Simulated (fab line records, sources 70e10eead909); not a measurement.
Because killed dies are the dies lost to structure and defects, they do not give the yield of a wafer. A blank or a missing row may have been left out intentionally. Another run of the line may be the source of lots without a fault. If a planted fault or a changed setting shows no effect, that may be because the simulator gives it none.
Comparing a struck lot with a sound one || flow nand-harc || 13 steps out of a route of 1302
Sound: wafers L391.1, L391.5, L391.6. The struck wafers were L381.4, L381.6. The cause is named last.
For every step that has rows: the tool of each side, followed by ch and its chambers, followed by its first start. Under that, the readings that differ: sound wafers || struck wafers || difference of the means || sigmas: that difference in standard deviations of wafers without a fault.
alike: readings whose means differ by less than 2 such deviations, and words and numbers that are the same on both sides. not compared: withheld readings, readings that some wafer has no value for, bounds like >300 that may hide the same value, and numbers for which the record gives no deviation and whose values overlap.
A row with sigmas, a row that says differs or no value, or rows on one side alone: a step with any of these is where the two part. Numbers that have no deviation but don't overlap get no sigmas and don't part them. A reading that every wafer of one side lacks parts them only if that side has two wafers or more.

NHARC_P_BONDPAD_INSPECT_23:
  sound on defect-inspect-02 at day 14 16:23; struck on defect-inspect-01 at day 10 10:23
  alike: raw-defect-count
NHARC_P_BONDPAD_ACTIVATE_29: chemistry N2, time 60 s.
  sound on rie-diel-05 ch 0,1,2, day 14 16:28; struck on rie-diel-01 ch 0,2, day 10 10:28
  alike: drypump-motor-current-A, oes-product-au, rf-vpp-V, showerhead-plenum-p-Torr
  not compared: rf-hours-counter-h
then, 2 steps without rows for these wafers: NHARC_P_BONDPAD_PRECLEAN_30 (cleans in DIW, time 300 s); NHARC_P_BONDPAD_SRD_31 (time 30 s, dry time 20 s).
NHARC_A_START_INSPECT_01:
  sound on defect-inspect-01 at day 14 16:50; struck on defect-inspect-02 at day 10 10:51
{"reading": "raw-defect-count", "sound": "1 1 3", "struck": "5 8", "difference": "+5", "sigmas": "+3"}
then, 6 steps without rows for these wafers: NHARC_A_ZERO_WELL_PRECLEAN_00 (cleans in SPM, time 600 s); NHARC_A_ZERO_WELL_SRD_01; NHARC_A_ZERO_WELL_DEHYDRATE_02 (time 120 s); NHARC_A_ZERO_WELL_HMDS_03 (time 30 s); NHARC_A_ZERO_WELL_COAT_18 (time 65 s); NHARC_A_ZERO_WELL_COAT_04 (resist thk 600 nm).
NHARC_A_ZERO_WELL_SOFTBAKE_05: time 70 s.
  sound on litho-track-02 ch 0, day 14 17:00; struck on litho-track-07 ch 0, day 10 11:00
{"reading": "heater-power-total-W (W)", "sound": "199.0 200.8 201.3", "struck": "207.1 207.3", "difference": "+6.8", "sigmas": "+5"}
after that, 1 step had no rows for these wafers: NHARC_A_ZERO_WELL_EBR_06.

## WHERE THEY PART
Last at NHARC_A_ZERO_WELL_SOFTBAKE_05 as far as this record goes, first at NHARC_A_START_INSPECT_01.

WHY: what had been put in by the simulator
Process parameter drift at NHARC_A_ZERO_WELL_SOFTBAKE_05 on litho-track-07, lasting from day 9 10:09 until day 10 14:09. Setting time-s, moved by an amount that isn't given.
